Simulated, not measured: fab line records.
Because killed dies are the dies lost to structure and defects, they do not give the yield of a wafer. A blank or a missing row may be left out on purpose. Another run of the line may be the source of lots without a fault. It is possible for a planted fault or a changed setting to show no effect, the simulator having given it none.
fab line records ; flow n5-finfet
[record] lots = 7; wafers = 21
route steps=1938 shown ZERO_LAYER@16 PMOS_HMC_CHANNEL_EPI@63 FIN_SAQP@108 DUMMY_GATE@221 SD_EPI_N@268
start-h: hours from the record's first day to the start of the lot's first wafer shown ; wait-h: hours elapsed since this lot's preceding step ; " the same as in the row above ; L1.1+2: one row covering several wafers at once ; - no value present, or no start provided ; * or withheld: withheld ; < > ~ a bound
route shown NAME@n: names a module that has steps shown in the file, with the first one's number in the route ; usual: mean/standard deviation of fault-free wafers ; same: alike in all rows ; chamber/n: place in a boat ; sites: per-site readings ; _std_site: standard deviation across them ; _edge_site: inner sites' mean taken away from outer sites' mean ; radius-mm: for every site, how far away it sits from the centre of the wafer ; mask NAME#n: copy n ; behind: the tool/chamber that last shaped the wafer ; hold: why the lot went on hold/how many hours it stayed there/how the hold came to an end ; device: which transistor (n, p or np) failed to switch ; end of line: tests of these same wafers at the route's end ; a step with no rows: only its recipe ; killed: at the first sort, the dies lost to defects and structure; wafer yield is something else ; map: a wafer's dies, marking killed ones x, the rest . and places with no die _
set.NAME: the setting the step ran with; set.NAME@STEP: the setting that earlier step ran with ; model.NAME: the simulator's own value behind a step, which no gauge read
lots whose settings were changed on purpose; a table a step, a row a wafer
[[steps]]
[step N5_ZERO_LAYER_ETCH_18]
[recipe] chemistry = HBr/Cl2; target = Si; target-depth-a = 1200; time-s = 40; pressure-mtorr = 10; icp-w = 800; bias-w = 75; HBr_flow_sccm = 150; Cl2_flow_sccm = 80
lot.wafer;tool;chamber;start-h;wait-h;set.icp-w;model.etch.depth-nm;model.ZERO_LAYER.feature-depth-nm
L081.3;rie-si-05;3;54.79;0.0;800;119.8;119.8
L081.4;rie-si-05;1;54.79;0.0;800;120.2;120.2
L081.5;rie-si-05;2;54.79;0.0;800;120.3;120.3
L082.1;rie-si-05;2;60.79;0.0;800;121.3;121.3
L082.2;rie-si-05;1;60.79;0.0;800;121.2;121.2
L082.5;rie-si-05;3;60.79;0.0;900.7;127.3;127.3
L087.3;rie-si-06;0;90.79;0.0;846;119.1;119.1
L087.4;rie-si-06;2;90.79;0.0;800;118.3;118.3
L087.5;rie-si-06;0;90.79;0.0;800;116.3;116.3
L089.2;rie-si-05;3;104.10;0.0;685.1;113.3;113.3
L089.4;rie-si-05;1;104.10;0.0;800;121.5;121.5
L089.6;rie-si-05;0;104.10;0.0;685.1;113.4;113.4
L091.2;rie-si-06;3;114.91;0.0;925.9;129.7;129.7
L091.5;rie-si-06;3;114.91;0.0;800;120.7;120.7
L091.6;rie-si-06;2;114.91;0.0;925.9;126.7;126.7
L093.1;rie-si-03;2;126.81;0.0;800;116.7;116.7
L093.3;rie-si-03;3;126.81;0.0;800;116.8;116.8
L093.5;rie-si-03;2;126.81;0.0;800;116.4;116.4
L097.1;rie-si-05;0;152.23;0.0;800;121.4;121.4
L097.5;rie-si-05;0;152.23;0.0;881.2;128.8;128.8
L097.6;rie-si-05;1;152.23;0.0;881.2;128;128
[step N5_PMOS_HMC_CHANNEL_EPI_PEB_07]
[recipe] peb-temp-c = 110; peb-time-s = 60; resist = CAR-ArF-block
lot.wafer;tool;chamber;start-h;wait-h;set.peb-time-s
L081.3+4+5;litho-track-01;0;59.18;0.0;60
L082.1+2+5;litho-track-03;0;65.91;0.1;60
L087.3+4+5;litho-track-01;0;94.95;0.0;60
L089.2+4;litho-track-01;0;108.20;0.0;60
L089.6;litho-track-01;0;108.20;0.0;50.98
L091.2+5+6;litho-track-05;0;119.43;0.0;60
L093.1+3;litho-track-03;0;130.87;0.1;46.93
L093.5;litho-track-03;0;130.87;0.1;60
L097.1+5;litho-track-03;0;156.34;0.1;60
L097.6;litho-track-03;0;156.34;0.1;52.78
[step N5_PMOS_HMC_CHANNEL_EPI_DEVELOP_08]
[recipe] develop-time-s = 30; developer = TMAH; resist = CAR-ArF-block; dev-temp-c = 23; rinse-liquid = diw; dry = air-spin
lot.wafer;tool;chamber;start-h;wait-h;set.develop-time-s
L081.3+4+5;litho-track-01;0;-;-;30
L082.1;litho-track-03;0;-;-;30
L082.2+5;litho-track-03;0;-;-;24.86
L087.3+5;litho-track-01;0;-;-;35.99
L087.4;litho-track-01;0;-;-;30
L089.2+6;litho-track-01;0;-;-;34.4
L089.4;litho-track-01;0;-;-;30
L091.2+5+6;litho-track-05;0;-;-;30
L093.1+5;litho-track-03;0;-;-;27.71
L093.3;litho-track-03;0;-;-;30
L097.1+5+6;litho-track-03;0;-;-;30
[step N5_PMOS_HMC_CHANNEL_EPI_CD_MEAS_09]
[recipe] target-cd-nm = 237.4; landing-energy-ev = 500; detector = se-inlens
[usual] cd-nm = 237.7/1.1
lot.wafer;tool;chamber;start-h;wait-h;set.peb-time-s@PMOS_HMC_CHANNEL_EPI_PEB_07;cd-nm
L081.3;cd-sem-02;0;59.25;-;60;239.0
L081.4;cd-sem-02;0;59.25;-;60;236.2
L081.5;cd-sem-02;0;59.25;-;60;237.0
L082.1;cd-sem-02;0;65.97;-;60;237.2
L082.2;cd-sem-02;0;65.97;-;60;234.8
L082.5;cd-sem-02;0;65.97;-;60;236.1
L087.3;cd-sem-02;0;95.02;-;60;238.4
L087.4;cd-sem-02;0;95.02;-;60;238.6
L087.5;cd-sem-02;0;95.02;-;60;239.8
L089.2;cd-sem-02;0;108.27;-;60;237.2
L089.4;cd-sem-02;0;108.27;-;60;238.6
L089.6;cd-sem-02;0;108.27;-;50.98;231.6
L091.2;cd-sem-03;0;119.49;-;60;238.1
L091.5;cd-sem-03;0;119.49;-;60;237.9
L091.6;cd-sem-03;0;119.49;-;60;237.6
L093.1;cd-sem-01;0;130.94;-;46.93;226.2
L093.3;cd-sem-01;0;130.94;-;46.93;226.0
L093.5;cd-sem-01;0;130.94;-;60;237.3
L097.1;cd-sem-02;0;156.41;-;60;239.0
L097.5;cd-sem-02;0;156.41;-;60;239.3
L097.6;cd-sem-02;0;156.41;-;52.78;232.4
[step N5_PMOS_HMC_CHANNEL_EPI_DESCUM_14]
[recipe] chemistry = O2; time-s = 7.9; source-power-w = 50; bias-power-w = 20; pressure-mtorr = 20; rf-frequency-hz = 2.712e+07; temp-c = 40; resist = CAR-ArF-block; o2-flow-sccm = 225
lot.wafer;tool;chamber;start-h;wait-h;set.peb-time-s@PMOS_HMC_CHANNEL_EPI_PEB_07;model.PMOS_HMC_CHANNEL_EPI.cd-nm
L081.3;rie-diel-04;0;59.33;0.0;60;239
L081.4;rie-diel-04;2;59.33;0.0;60;236.3
L081.5;rie-diel-04;0;59.33;0.0;60;237.3
L082.1;rie-diel-05;3;66.09;0.1;60;237.3
L082.2;rie-diel-05;1;66.09;0.1;60;234.9
L082.5;rie-diel-05;2;66.09;0.1;60;236
L087.3;rie-diel-04;2;95.90;0.8;60;238.4
L087.4;rie-diel-04;3;95.90;0.8;60;238.5
L087.5;rie-diel-04;1;95.90;0.8;60;240.1
L089.2;rie-diel-05;0;108.36;0.0;60;237.2
L089.4;rie-diel-05;3;108.36;0.0;60;238.5
L089.6;rie-diel-05;2;108.36;0.0;50.98;231.5
L091.2;rie-diel-05;0;119.58;0.0;60;238.6
L091.5;rie-diel-05;1;119.58;0.0;60;237.8
L091.6;rie-diel-05;0;119.58;0.0;60;237.6
L093.1;rie-diel-01;3;131.03;0.0;46.93;226.2
L093.3;rie-diel-01;0;131.03;0.0;46.93;225.9
L093.5;rie-diel-01;3;131.03;0.0;60;237.1
L097.1;rie-diel-04;1;157.63;1.2;60;239.1
L097.5;rie-diel-04;0;157.63;1.2;60;239
L097.6;rie-diel-04;1;157.63;1.2;52.78;232.4
[step N5_PMOS_HMC_CHANNEL_EPI_ETCH_32]
[recipe] chemistry = N2/H2; target = BARC; stop-on = SiO2; target-depth-a = 858; over-etch-frac = 0.3; time-s = 50.3; ion-energy-ev = 200; mask-material = CAR-ArF-block; pressure-mtorr = 30; source-w = 840; bias-w = 150; n2-flow-sccm = 200; h2-flow-sccm = 200
lot.wafer;tool;chamber;start-h;wait-h;set.peb-time-s@PMOS_HMC_CHANNEL_EPI_PEB_07;model.PMOS_HMC_CHANNEL_EPI.cd-nm
L081.3;rie-diel-04;0;59.37;0.0;60;242.5
L081.4;rie-diel-04;2;59.37;0.0;60;238.2
L081.5;rie-diel-04;0;59.37;0.0;60;240.9
L082.1;rie-diel-05;3;66.13;0.0;60;240
L082.2;rie-diel-05;1;66.13;0.0;60;237.5
L082.5;rie-diel-05;2;66.13;0.0;60;239.6
L087.3;rie-diel-04;2;95.93;0.0;60;241.1
L087.4;rie-diel-04;3;95.93;0.0;60;240.9
L087.5;rie-diel-04;1;95.93;0.0;60;243.3
L089.2;rie-diel-05;0;108.40;0.0;60;239
L089.4;rie-diel-05;3;108.40;0.0;60;240.7
L089.6;rie-diel-05;2;108.40;0.0;50.98;233.6
L091.2;rie-diel-05;0;119.62;0.0;60;240.7
L091.5;rie-diel-05;1;119.62;0.0;60;240.2
L091.6;rie-diel-05;0;119.62;0.0;60;239.7
L093.1;rie-diel-01;3;131.06;0.0;46.93;229.4
L093.3;rie-diel-01;0;131.06;0.0;46.93;228.4
L093.5;rie-diel-01;3;131.06;0.0;60;240.3
L097.1+5;rie-diel-04;1,0;157.67;0.0;60;241.5
L097.6;rie-diel-04;1;157.67;0.0;52.78;234.9
[step N5_FIN_SAQP_EXPOSE_13]
[recipe] mask-id = FIN_CORE; na = 1.35; source-shape = dipole; sigma-inner = 0.538; sigma-outer = 0.738; polarization = te; target-cd-nm = 35.6; dose-mj = 63.25
lot.wafer;tool;chamber;start-h;wait-h;mask;set.dose-mj
L081.3+4+5;arfi-scanner-03;0;63.39;-;FIN_CORE#0;63.25
L082.1+2+5;arfi-scanner-01;0;70.16;-;FIN_CORE#0;63.25
L087.3+4;arfi-scanner-01;0;101.04;-;FIN_CORE#0;63.25
L087.5;arfi-scanner-01;0;101.04;-;FIN_CORE#0;59.87
L089.2+4;arfi-scanner-01;0;112.66;-;FIN_CORE#0;63.25
L089.6;arfi-scanner-01;0;112.66;-;FIN_CORE#0;66.18
L091.2+6;arfi-scanner-02;0;123.82;-;FIN_CORE#0;64.64
L091.5;arfi-scanner-02;0;123.82;-;FIN_CORE#0;63.25
L093.1;arfi-scanner-01;0;135.14;-;FIN_CORE#0;59.87
L093.3+5;arfi-scanner-01;0;135.14;-;FIN_CORE#0;63.25
L097.1;arfi-scanner-02;0;161.52;-;FIN_CORE#0;66.97
L097.5+6;arfi-scanner-02;0;161.52;-;FIN_CORE#0;63.25
[step N5_FIN_SAQP_DEVELOP_15]
[recipe] develop-time-s = 30; developer = TMAH; resist = CAR-ArF; dev-temp-c = 23; rinse-liquid = diw; dry = air-spin
lot.wafer;tool;chamber;start-h;wait-h;set.develop-time-s
L081.3+4+5;litho-track-04;0;-;-;30
L082.1+2+5;litho-track-01;0;-;-;30
L087.3+4+5;litho-track-04;0;-;-;30
L089.2+4+6;litho-track-02;0;-;-;30
L091.2+5+6;litho-track-01;0;-;-;30
L093.1+3+5;litho-track-01;0;-;-;30
L097.1+5+6;litho-track-04;0;-;-;30
[step N5_FIN_SAQP_CD_MEAS_16]
[recipe] target-cd-nm = 35.6; landing-energy-ev = 500; detector = se-inlens
[usual] cd-nm = 35.6/0.32
lot.wafer;tool;chamber;start-h;wait-h;set.dose-mj@FIN_SAQP_EXPOSE_13;cd-nm
L081.3;cd-sem-02;0;63.51;-;63.25;35.9
L081.4;cd-sem-02;0;63.51;-;63.25;35.1
L081.5;cd-sem-02;0;63.51;-;63.25;35.5
L082.1;cd-sem-02;0;70.29;-;63.25;35.8
L082.2;cd-sem-02;0;70.29;-;63.25;35.6
L082.5;cd-sem-02;0;70.29;-;63.25;35.5
L087.3;cd-sem-01;0;101.16;-;63.25;35.7
L087.4;cd-sem-01;0;101.16;-;63.25;35.8
L087.5;cd-sem-01;0;101.16;-;59.87;37.4
L089.2;cd-sem-03;0;112.78;-;63.25;36.3
L089.4;cd-sem-03;0;112.78;-;63.25;36.0
L089.6;cd-sem-03;0;112.78;-;66.18;34.6
L091.2;cd-sem-01;0;123.95;-;64.64;34.8
L091.5;cd-sem-01;0;123.95;-;63.25;35.9
L091.6;cd-sem-01;0;123.95;-;64.64;35.0
L093.1;cd-sem-02;0;135.27;-;59.87;37.1
L093.3;cd-sem-02;0;135.27;-;63.25;35.9
L093.5;cd-sem-02;0;135.27;-;63.25;35.7
L097.1;cd-sem-01;0;161.64;-;66.97;34.0
L097.5;cd-sem-01;0;161.64;-;63.25;35.5
L097.6;cd-sem-01;0;161.64;-;63.25;35.9
[step N5_FIN_SAQP_ETCH_34]
[recipe] chemistry = C4F6/O2; target = SiO2; target-depth-a = 450; time-s = 15; ion-energy-ev = 250; pressure-mtorr = 30; source-w = 345; bias-w = 185; Ar_flow_sccm = 300; C4F6_flow_sccm = 10; O2_flow_sccm = 10; ends = cleared
[usual] etch-rf-on-time-s = 15.08/0.24
lot.wafer;tool;chamber;start-h;wait-h;set.source-w;etch-rf-on-time-s
L081.3;rie-diel-03;3;68.08;0.0;345;14.90
L081.4;rie-diel-03;0;68.08;0.0;345;15.01
L081.5;rie-diel-03;3;68.08;0.0;345;14.86
L082.1;rie-diel-03;1;74.39;0.0;283;16.04
L082.2;rie-diel-03;0;74.39;0.0;283;16.24
L082.5;rie-diel-03;1;74.39;0.0;345;14.86
L087.3;rie-diel-02;1;105.25;0.0;345;15.39
L087.4;rie-diel-02;0;105.25;0.0;345;15.55
L087.5;rie-diel-02;2;105.25;0.0;345;15.03
L089.2;rie-diel-06;2;116.98;0.0;345;15.09
L089.4;rie-diel-06;0;116.98;0.0;345;15.00
L089.6;rie-diel-06;1;116.98;0.0;294.3;16.51
L091.2;rie-diel-06;3;127.71;0.0;345;14.99
L091.5;rie-diel-06;2;127.71;0.0;345;14.97
L091.6;rie-diel-06;3;127.71;0.0;388.2;14.23
L093.1;rie-diel-03;2;139.49;0.0;345;14.99
L093.3;rie-diel-03;0;139.49;0.0;345;15.16
L093.5;rie-diel-03;3;139.49;0.0;345;15.22
L097.1;rie-diel-03;1;165.86;0.0;345;14.50
L097.5;rie-diel-03;2;165.86;0.0;299.1;15.45
L097.6;rie-diel-03;3;165.86;0.0;345;15.01
[step N5_DUMMY_GATE_PECVD_30]
[recipe] material = SiO2; target-thk-a = 550; temp-c = 400; precursor = TEOS/O2; pressure-torr = 6.5; rf-w = withheld; teos-flow-sccm = withheld; gas = O2; flow-sccm = 2650; time-s = 10.8
lot.wafer;tool;chamber;start-h;wait-h;set.time-s;model.SiO2_of_DUMMY_GATE_PECVD_30.thk-nm
L081.3;pecvd-04;1;89.21;0.0;10.8;53.6
L081.4;pecvd-04;1;89.21;0.0;10.8;55.4
L081.5;pecvd-04;0;89.21;0.0;10.8;55.2
L082.1;pecvd-04;0;93.21;0.0;9.256;46.8
L082.2;pecvd-04;2;93.21;0.0;10.8;54
L082.5;pecvd-04;1;93.21;0.0;10.8;54.4
L087.3;pecvd-01;1;124.89;0.1;10.8;56
L087.4;pecvd-01;0;124.89;0.1;12.34;63
L087.5;pecvd-01;1;124.89;0.1;12.34;63.4
L089.2;pecvd-03;0;138.56;0.0;11.8;58.6
L089.4;pecvd-03;2;138.56;0.0;11.8;60.2
L089.6;pecvd-03;0;138.56;0.0;11.8;59.6
L091.2;pecvd-04;1;146.55;0.0;12.4;61
L091.5;pecvd-04;2;146.55;0.0;10.8;54.2
L091.6;pecvd-04;1;146.55;0.0;12.4;63
L093.1;pecvd-01;1;161.74;0.0;10.38;53
L093.3;pecvd-01;0;161.74;0.0;10.8;54
L093.5;pecvd-01;1;161.74;0.0;10.38;53.8
L097.1;pecvd-03;1;184.65;0.0;11.33;57.8
L097.5;pecvd-03;1;184.65;0.0;11.33;58
L097.6;pecvd-03;2;184.65;0.0;10.8;55.2
[step N5_DUMMY_GATE_COAT_35]
[recipe] resist = SiARC; temp-c = 220; time-s = 60; spin-rpm = 1500; resist-thk-nm = 10
lot.wafer;tool;chamber;start-h;wait-h;set.spin-rpm;model.SiARC_of_DUMMY_GATE_COAT_35.thk-nm
L081.3+4+5;litho-track-05;0;-;-;1500;10
L082.1+2;litho-track-05;0;-;-;1500;10
L082.5;litho-track-05;0;-;-;1419;10.2
L087.3;litho-track-05;0;-;-;1500;10
L087.4+5;litho-track-05;0;-;-;1640;9.6
L089.2;litho-track-05;0;-;-;1500;10
L089.4+6;litho-track-05;0;-;-;1380;10.4
L091.2+5;litho-track-05;0;-;-;1435;10.2
L091.6;litho-track-05;0;-;-;1500;10
L093.1+3;litho-track-02;0;-;-;1500;10
L093.5;litho-track-02;0;-;-;1645;9.6
L097.1;litho-track-02;0;-;-;1587;9.8
L097.5+6;litho-track-02;0;-;-;1500;10
[step N5_DUMMY_GATE_COAT_28]
[recipe] resist = underlayer; temp-c = 205; time-s = 60; spin-rpm = 1500; resist-thk-nm = 10
[step N5_DUMMY_GATE_COAT_09]
[recipe] resist = CAR-EUV; spin-rpm = 1500; resist-thk-nm = 30
[step N5_DUMMY_GATE_ETCH_29]
[recipe] chemistry = N2/H2; target = underlayer; target-depth-a = 130; ion-energy-ev = 200; pressure-mtorr = 30; source-w = 840; bias-w = 150; n2-flow-sccm = 200; h2-flow-sccm = 200
[step N5_DUMMY_GATE_ETCH_36]
[recipe] chemistry = CF4; target = SiARC; target-depth-a = 130; pressure-mtorr = 40; source-w = 545; bias-w = 36; Ar_flow_sccm = 100; cf4-flow-sccm = 100; ion-energy-ev = 80
[step N5_DUMMY_GATE_ETCH_37]
[recipe] chemistry = N2/H2; target = SOC; target-depth-a = 600; overetch-a = 300; temp-c = 40; ion-energy-ev = 200; pressure-mtorr = 30; source-w = 840; bias-w = 150; n2-flow-sccm = 200; h2-flow-sccm = 200
lot.wafer;tool;chamber;start-h;wait-h;set.spin-rpm@DUMMY_GATE_COAT_35;model.SiARC_of_DUMMY_GATE_COAT_35.thk-nm
L081.3+4+5;rie-diel-04;2,1,2;89.91;0.0;1500;4.8
L082.1;rie-diel-05;2;93.81;0.0;1500;5
L082.2;rie-diel-05;0;93.81;0.0;1500;5.2
L082.5;rie-diel-05;1;93.81;0.0;1419;5.2
L087.3;rie-diel-01;0;125.61;0.0;1500;5.2
L087.4;rie-diel-01;1;125.61;0.0;1640;4.6
L087.5;rie-diel-01;0;125.61;0.0;1640;4.8
L089.2;rie-diel-04;3;139.16;0.0;1500;5
L089.4+6;rie-diel-04;0,3;139.16;0.0;1380;5.4
L091.2;rie-diel-05;0;148.79;0.0;1435;5.4
L091.5;rie-diel-05;1;148.79;0.0;1435;5.2
L091.6;rie-diel-05;0;148.79;0.0;1500;5.2
L093.1;rie-diel-05;3;162.34;0.0;1500;5.2
L093.3;rie-diel-05;1;162.34;0.0;1500;5
L093.5;rie-diel-05;2;162.34;0.0;1645;4.6
L097.1;rie-diel-01;3;187.26;0.0;1587;4.6
L097.5+6;rie-diel-01;3,2;187.26;0.0;1500;5
[step N5_DUMMY_GATE_STRIP_38]
[recipe] chemistry = N2/H2; temp-c = 40; n2-flow-sccm = 200; h2-flow-sccm = 200; rf-frequency-hz = 6e+07
[step N5_DUMMY_GATE_STRIP_39]
[recipe] chemistry = N2/H2; temp-c = 40; n2-flow-sccm = 200; h2-flow-sccm = 200; rf-frequency-hz = 6e+07
[step N5_DUMMY_GATE_ETCH_31]
[recipe] chemistry = C4F6/O2; target = SiO2; mask-material = SOC; target-depth-a = 825; time-s = 27.5; ion-energy-ev = 250; pressure-mtorr = 30; source-w = 345; bias-w = 185; Ar_flow_sccm = 300; C4F6_flow_sccm = 10; O2_flow_sccm = 10
[step N5_DUMMY_GATE_STRIP_41]
[recipe] chemistry = O2; power-w = 400; temp-c = 40; pressure-mtorr = 30; rf-frequency-hz = 6e+07; bias-power-w = 0; overash-fraction = 0.3; o2-flow-sccm = 225
[step N5_DUMMY_GATE_HM_OPEN_21]
[recipe] chemistry = CH3F/O2; target = SiNx; target-depth-a = 1200; Ar_flow_sccm = 150; CH3F_flow_sccm = 30; O2_flow_sccm = 23; time-s = 171.4; pressure-mtorr = 30; source-w = 395; bias-w = 73; ion-energy-ev = 120.7
lot.wafer;tool;chamber;start-h;wait-h;set.time-s@DUMMY_GATE_PECVD_30;model.SiO2_of_DUMMY_GATE_PECVD_30.thk-nm
L081.3;rie-diel-04;0;90.27;0.0;10.8;43.8
L081.4+5;rie-diel-04;1,0;90.27;0.0;10.8;45.2
L082.1;rie-diel-05;0;94.49;0.0;9.256;37.2
L082.2;rie-diel-05;2;94.49;0.0;10.8;44
L082.5;rie-diel-05;1;94.49;0.0;10.8;44.2
L087.3;rie-diel-05;0;125.97;0.0;10.8;46.4
L087.4;rie-diel-05;3;125.97;0.0;12.34;53.2
L087.5;rie-diel-05;3;125.97;0.0;12.34;53.8
L089.2;rie-diel-01;0;139.52;0.0;11.8;49
L089.4;rie-diel-01;0;139.52;0.0;11.8;50.8
L089.6;rie-diel-01;1;139.52;0.0;11.8;49.8
L091.2;rie-diel-01;1;149.70;0.0;12.4;51.2
L091.5;rie-diel-01;1;149.70;0.0;10.8;44.4
L091.6;rie-diel-01;2;149.70;0.0;12.4;53
L093.1;rie-diel-01;3;162.70;0.0;10.38;43
L093.3;rie-diel-01;0;162.70;0.0;10.8;44.4
L093.5;rie-diel-01;3;162.70;0.0;10.38;43.8
L097.1;rie-diel-04;1;188.13;0.0;11.33;47.6
L097.5;rie-diel-04;2;188.13;0.0;11.33;48.2
L097.6;rie-diel-04;1;188.13;0.0;10.8;44.8
[step N5_SD_EPI_N_PEB_07]
[recipe] peb-temp-c = 110; peb-time-s = 60; resist = CAR-ArF-block
lot.wafer;tool;chamber;start-h;wait-h;set.peb-temp-c
L081.3+4+5;litho-track-03;0;91.86;0.0;110
L082.1+2+5;litho-track-02;0;96.19;0.1;110
L087.3+4+5;litho-track-03;0;127.55;0.0;110
L089.2+4+6;litho-track-02;0;141.11;0.0;110
L091.2+5;litho-track-02;0;151.65;0.0;110
L091.6;litho-track-02;0;151.65;0.0;108.2
L093.1+5;litho-track-03;0;164.52;0.1;110
L093.3;litho-track-03;0;164.52;0.1;112
L097.1+5+6;litho-track-02;0;191.08;0.1;111.6
[[key]]
[split] step = N5_ZERO_LAYER_ETCH_18; setting = icp-w; stated = 800; by = wafer
[response] step = N5_ZERO_LAYER_ETCH_18; reading = model.etch.depth-nm; change = +0.527; per = 1%; r = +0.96
[response] step = N5_ZERO_LAYER_ETCH_18; reading = model.ZERO_LAYER.feature-depth-nm; change = +0.527; per = 1%; r = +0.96
[split] step = N5_PMOS_HMC_CHANNEL_EPI_PEB_07; setting = peb-time-s; stated = 60; by = wafer
[response] step = N5_PMOS_HMC_CHANNEL_EPI_CD_MEAS_09; reading = cd-nm; change = +0.494; per = 1%; r = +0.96
[response] step = N5_PMOS_HMC_CHANNEL_EPI_DESCUM_14; reading = model.PMOS_HMC_CHANNEL_EPI.cd-nm; change = +0.493; per = 1%; r = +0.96
[response] step = N5_PMOS_HMC_CHANNEL_EPI_ETCH_32; reading = model.PMOS_HMC_CHANNEL_EPI.cd-nm; change = +0.497; per = 1%; r = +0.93
[split] step = N5_PMOS_HMC_CHANNEL_EPI_DEVELOP_08; setting = develop-time-s; stated = 30; by = wafer
response none clear
[split] step = N5_FIN_SAQP_EXPOSE_13; setting = dose-mj; stated = 63.25; by = wafer
[response] step = N5_FIN_SAQP_CD_MEAS_16; reading = cd-nm; change = -0.3; per = 1%; r = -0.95
[split] step = N5_FIN_SAQP_DEVELOP_15; setting = develop-time-s; stated = 30; by = lot
response none clear
[split] step = N5_FIN_SAQP_ETCH_34; setting = source-w; stated = 345; by = wafer
[response] step = N5_FIN_SAQP_ETCH_34; reading = etch-rf-on-time-s; change = *; per = 1%; r = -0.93
[split] step = N5_DUMMY_GATE_PECVD_30; setting = time-s; stated = 10.8; by = wafer
[response] step = N5_DUMMY_GATE_PECVD_30; reading = model.SiO2_of_DUMMY_GATE_PECVD_30.thk-nm; change = +0.51; per = 1%; r = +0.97
[response] step = N5_DUMMY_GATE_HM_OPEN_21; reading = model.SiO2_of_DUMMY_GATE_PECVD_30.thk-nm; change = +0.5; per = 1%; r = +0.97
[split] step = N5_DUMMY_GATE_COAT_35; setting = spin-rpm; stated = 1500; by = wafer
[response] step = N5_DUMMY_GATE_COAT_35; reading = model.SiARC_of_DUMMY_GATE_COAT_35.thk-nm; change = -0.0426; per = 1%; r = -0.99
[response] step = N5_DUMMY_GATE_ETCH_37; reading = model.SiARC_of_DUMMY_GATE_COAT_35.thk-nm; change = -0.049; per = 1%; r = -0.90
[split] step = N5_SD_EPI_N_PEB_07; setting = peb-temp-c; stated = 110; by = wafer
response none in this file
